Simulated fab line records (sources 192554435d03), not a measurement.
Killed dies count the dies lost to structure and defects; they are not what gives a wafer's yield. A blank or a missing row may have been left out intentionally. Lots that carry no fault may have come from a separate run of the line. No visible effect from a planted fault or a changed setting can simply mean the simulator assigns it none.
Which tool did it? + flow n5Finfet + 29 wafers from 10 lots sampled at 6 of the route's 1938 steps

== WHAT THE GAUGES READ, wafer by wafer ==
N5_MOL_CONTACT_COAG_CD_MEAS_99: target cd 17.2 nm.
| lot  | measured    | on       | cdNm (nm)      |
|------|-------------|----------|----------------|
| L432 | day 5 00:41 | cdSem-01 | 17.1 17.0 17.1 |
| L434 | day 5 13:22 | cdSem-03 | 17.9 16.6 17.1 |
| L435 | day 5 21:19 | cdSem-01 | 17.1 16.9      |
| L437 | day 6 11:37 | cdSem-03 | 17.5 16.9 17.1 |
| L439 | day 6 18:16 | cdSem-01 | 17.2 17.1 16.7 |
| L440 | day 7 00:07 | cdSem-03 | 17.4 17.4 17.4 |
| L446 | day 8 16:41 | cdSem-01 | 17.2 17.3 17.3 |
| L449 | day 9 04:37 | cdSem-01 | 16.7 17.0 17.1 |
| L448 | day 9 05:25 | cdSem-03 | 16.8 17.2 17.0 |
| L451 | day 9 21:18 | cdSem-01 | 16.8 16.9 16.6 |

N5_MOL_CONTACT_COAG_THK_MEAS_53.
| lot  | measured     | on           | VIA_MOL_THK (nm) |
|------|--------------|--------------|------------------|
| L432 | day 5 17:29  | filmMetro-01 | 43.8 44.0 44.1   |
| L434 | day 6 02:18  | filmMetro-01 | 43.9 44.0 44.7   |
| L435 | day 6 07:32  | filmMetro-02 | 43.2 43.7        |
| L437 | day 7 01:02  | filmMetro-02 | 44.2 44.5 45.4   |
| L439 | day 7 08:29  | filmMetro-01 | 43.8 43.6 44.4   |
| L440 | day 7 11:55  | filmMetro-01 | 42.5 42.7 43.5   |
| L446 | day 9 06:58  | filmMetro-01 | 43.9 43.8 44.6   |
| L449 | day 9 17:15  | filmMetro-02 | 43.7 43.9 43.9   |
| L448 | day 9 18:23  | filmMetro-01 | 39.8 43.5 43.2   |
| L451 | day 10 10:51 | filmMetro-01 | 40.0 44.3 40.9   |

N5_BEOL_M4_RC_MEAS_101.
| lot  | measured     | on        | DIBL_N (mV/V)  | DIBL_P (mV/V)  | IOFF_N (nA/um)    | IOFF_P (nA/um) | ION_N (uA/um) | ION_P (uA/um) | SS_N (mV/dec)  | SS_P (mV/dec)  | VT_N (mV)         | VT_P (mV)            |
|------|--------------|-----------|----------------|----------------|-------------------|----------------|---------------|---------------|----------------|----------------|-------------------|----------------------|
| L432 | day 8 17:25  | prober-02 | 36.5 34.5 34.4 | 35.3 33.6 33.3 | 0.129 0.114 0.112 | 0.19 0.18 0.17 | 654 672 666   | 452 470 462   | 71.4 71.0 70.8 | 73.9 72.9 72.3 | 254.5 254.6 254.9 | -251.4 -251.4 -253.8 |
| L434 | day 8 19:07  | prober-02 | 38.1 39.6 39.5 | 39.4 40.4 39.7 | 0.192 0.218 0.213 | 0.26 0.27 0.27 | 696 682 705   | 475 466 478   | 71.6 72.0 71.0 | 74.1 73.4 73.7 | 247.3 244.8 247.4 | -244.9 -248.1 -247.3 |
| L435 | day 9 18:07  | prober-01 | 34.8 36.1      | 34.1 35.2      | 0.124 0.143       | 0.19 0.20      | 666 660       | 460 460       | 71.1 71.8      | 72.9 73.1      | 252.0 251.5       | -249.1 -249.3        |
| L437 | day 10 05:05 | prober-01 | 34.8 37.0 38.5 | 33.1 35.7 36.5 | 0.127 0.158 0.182 | 0.15 0.19 0.20 | 676 684 675   | 453 462 454   | 70.1 71.7 71.5 | 72.5 73.2 73.5 | 249.6 250.7 249.8 | -256.0 -252.9 -251.3 |
| L439 | day 10 11:44 | prober-01 | 38.1 35.3 37.7 | 38.0 34.2 37.6 | 0.178 0.125 0.177 | 0.22 0.17 0.21 | 688 671 690   | 468 459 464   | 71.8 71.0 71.1 | 73.3 72.6 73.1 | 247.4 253.8 247.6 | -249.7 -253.8 -250.1 |
| L440 | day 11 00:58 | prober-01 | 36.0 35.7 34.6 | 37.2 36.8 35.8 | 0.153 0.155 0.135 | 0.21 0.22 0.20 | 688 672 665   | 469 467 466   | 70.9 71.1 71.5 | 74.1 73.8 73.6 | 249.2 250.3 251.7 | -248.9 -250.4 -249.1 |
| L446 | day 12 00:05 | prober-01 | 36.6 35.1 34.9 | 38.4 36.3 36.3 | 0.167 0.144 0.143 | 0.22 0.18 0.19 | 683 680 673   | 465 463 463   | 71.1 71.1 71.4 | 73.3 73.1 72.7 | 248.6 249.2 248.6 | -251.8 -254.8 -253.8 |
| L449 | day 12 19:56 | prober-02 | 36.7 37.2 38.1 | 37.7 38.2 40.4 | 0.173 0.186 0.202 | 0.23 0.24 0.28 | 684 669 688   | 470 460 475   | 71.7 71.4 72.0 | 73.8 74.2 74.6 | 248.6 245.9 245.9 | -248.9 -247.8 -245.5 |
| L448 | day 12 21:11 | prober-01 | 35.9 37.4 35.4 | 37.6 38.4 37.0 | 0.158 0.185 0.133 | 0.19 0.20 0.17 | 682 674 658   | 463 457 456   | 71.7 71.9 71.7 | 73.3 74.1 73.5 | 251.3 250.6 255.4 | -253.3 -255.3 -255.4 |
| L451 | day 13 15:59 | prober-02 | 38.0 36.2 38.5 | 36.8 35.3 37.9 | 0.169 0.148 0.187 | 0.22 0.20 0.23 | 676 673 679   | 469 462 460   | 72.0 70.9 71.9 | 73.9 73.6 74.0 | 249.1 250.4 246.4 | -247.3 -249.4 -247.4 |

== TOOL THAT RAN EACH LOT (tool first, then ch and the chambers of the sampled wafers, then the start) ==
| lot  | N5_MOL_CONTACT_COAG_TI_SIL_19 | N5_MOL_CONTACT_COAG_PRE_CLEAN_141 | N5_MOL_CONTACT_COAG_PECVD_31   |
|------|-------------------------------|-----------------------------------|--------------------------------|
| L432 | pvdSputter-02, day 5 03:22    | pvdSputter-02, day 5 04:53        | pecvd-03 ch 0,1,2, day 5 11:44 |
| L434 | pvdSputter-02, day 5 13:51    | pvdSputter-02, day 5 15:04        | pecvd-04 ch 1,2, day 5 21:37   |
| L435 | pvdSputter-01, day 5 21:46    | pvdSputter-03, day 5 22:44        | pecvd-01 ch 0,2, day 6 03:56   |
| L437 | pvdSputter-02, day 6 12:09    | pvdSputter-01, day 6 12:58        | pecvd-04 ch 0,1,2, day 6 20:18 |
| L439 | pvdSputter-01, day 6 18:58    | pvdSputter-03, day 6 20:41        | pecvd-04 ch 1,2, day 7 05:05   |
| L440 | pvdSputter-02, day 7 00:59    | pvdSputter-03, day 7 02:02        | pecvd-03 ch 0,1,2, day 7 08:31 |
| L446 | pvdSputter-02, day 8 17:56    | pvdSputter-02, day 8 20:26        | pecvd-03 ch 0,1,2, day 9 03:26 |
| L449 | pvdSputter-01, day 9 06:05    | pvdSputter-02, day 9 07:05        | pecvd-03 ch 0,1,2, day 9 13:49 |
| L448 | pvdSputter-01, day 9 06:29    | pvdSputter-01, day 9 07:40        | pecvd-04 ch 0,1,2, day 9 14:22 |
| L451 | pvdSputter-02, day 9 21:52    | pvdSputter-03, day 10 00:13       | pecvd-04 ch 0,2, day 10 07:19  |
- N5_MOL_CONTACT_COAG_TI_SIL_19: material Ti, target thk 4.2 nm, time 15 s.
- N5_MOL_CONTACT_COAG_PRE_CLEAN_141: time 60 s.
- N5_MOL_CONTACT_COAG_PECVD_31: deposits SiO2 from TEOS/O2, target thk 46 nm, time 8.9 s.

== AS READ BY THE TOOLS THEMSELVES (means over the sampled wafers that have a number; for cases with no such wafer, the mark the record gives instead) ==
N5_MOL_CONTACT_COAG_TI_SIL_19.
| lot  | tool          | substrateTempC (C) | throttleValvePct (%) |
|------|---------------|--------------------|----------------------|
| L432 | pvdSputter-02 | 199.82             | 29.4                 |
| L434 | pvdSputter-02 | 200.07             | 30.4                 |
| L435 | pvdSputter-01 | 199.93             | 31.0                 |
| L437 | pvdSputter-02 | 199.83             | 30.0                 |
| L439 | pvdSputter-01 | 199.94             | 29.1                 |
| L440 | pvdSputter-02 | 199.94             | 29.2                 |
| L446 | pvdSputter-02 | 199.89             | 29.0                 |
| L449 | pvdSputter-01 | 199.97             | 28.8                 |
| L448 | pvdSputter-01 | 199.99             | 29.7                 |
| L451 | pvdSputter-02 | 199.90             | 29.8                 |

N5_MOL_CONTACT_COAG_PRE_CLEAN_141.
| lot  | tool          | heaterPowerW (W) |
|------|---------------|------------------|
| L432 | pvdSputter-02 | 446              |
| L434 | pvdSputter-02 | 412              |
| L435 | pvdSputter-03 | 502              |
| L437 | pvdSputter-01 | 492              |
| L439 | pvdSputter-03 | 454              |
| L440 | pvdSputter-03 | 453              |
| L446 | pvdSputter-02 | 484              |
| L449 | pvdSputter-02 | 513              |
| L448 | pvdSputter-01 | 486              |
| L451 | pvdSputter-03 | 459              |

N5_MOL_CONTACT_COAG_PECVD_31.
| lot  | tool     | susceptorTempC (C) |
|------|----------|--------------------|
| L432 | pecvd-03 | 400.00             |
| L434 | pecvd-04 | 399.92             |
| L435 | pecvd-01 | 399.66             |
| L437 | pecvd-04 | 400.19             |
| L439 | pecvd-04 | 399.96             |
| L440 | pecvd-03 | 400.13             |
| L446 | pecvd-03 | 399.75             |
| L449 | pecvd-03 | 400.25             |
| L448 | pecvd-04 | 404.89             |
| L451 | pecvd-04 | 409.80             |

== THE ANSWER, worked out from the rows above alone ==
Rule: the lots themselves supply what counts as usual. Put in order of their means at a reading, lots are off if they are a third of the lots or fewer, leave a main group of 4 or more, and stand apart from it by a gap of 3 or more times the standard deviation of the main group's means; of several such gaps the widest counts. If all means in a main group match to the digits the tables above print for the reading, that group is not used. Also off: a lot with no number at a reading for which 4 or more lots have one. Any other lot the step has rows for is counted as sound. Order of review: gauges by route order, followed by the tools' own readings, for which a lot's mean as printed above is used. At the first step where some lot is off, the reading lying furthest off is the one used; lots without a number count as furthest.
Off, at N5_MOL_CONTACT_COAG_PECVD_31 on susceptorTempC: L448, L451. Main group: mean 399.98 C, sd 0.19.
A tool fits if, at that step or a process step before it, it ran every lot that is off, and no sound lot after the first of them. One fits: pecvd-04 at N5_MOL_CONTACT_COAG_PECVD_31. A fault onset in the window from L439 (day 7 05:05, its last sound lot) to L448 (day 9 14:22, its first lot off) fits.
The tool's own readings at N5_MOL_CONTACT_COAG_PECVD_31 bear it out: on the lots that are off they differ by more than 5 times the standard deviation of the sound lots' means. susceptorTempC reads 407.35 C there against 399.98 C on the sound lots.

== WHAT HAD BEEN PUT IN BY THE SIMULATOR ==
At N5_MOL_CONTACT_COAG_PECVD_31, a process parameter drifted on pecvd-04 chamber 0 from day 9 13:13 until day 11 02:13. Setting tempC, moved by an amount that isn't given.
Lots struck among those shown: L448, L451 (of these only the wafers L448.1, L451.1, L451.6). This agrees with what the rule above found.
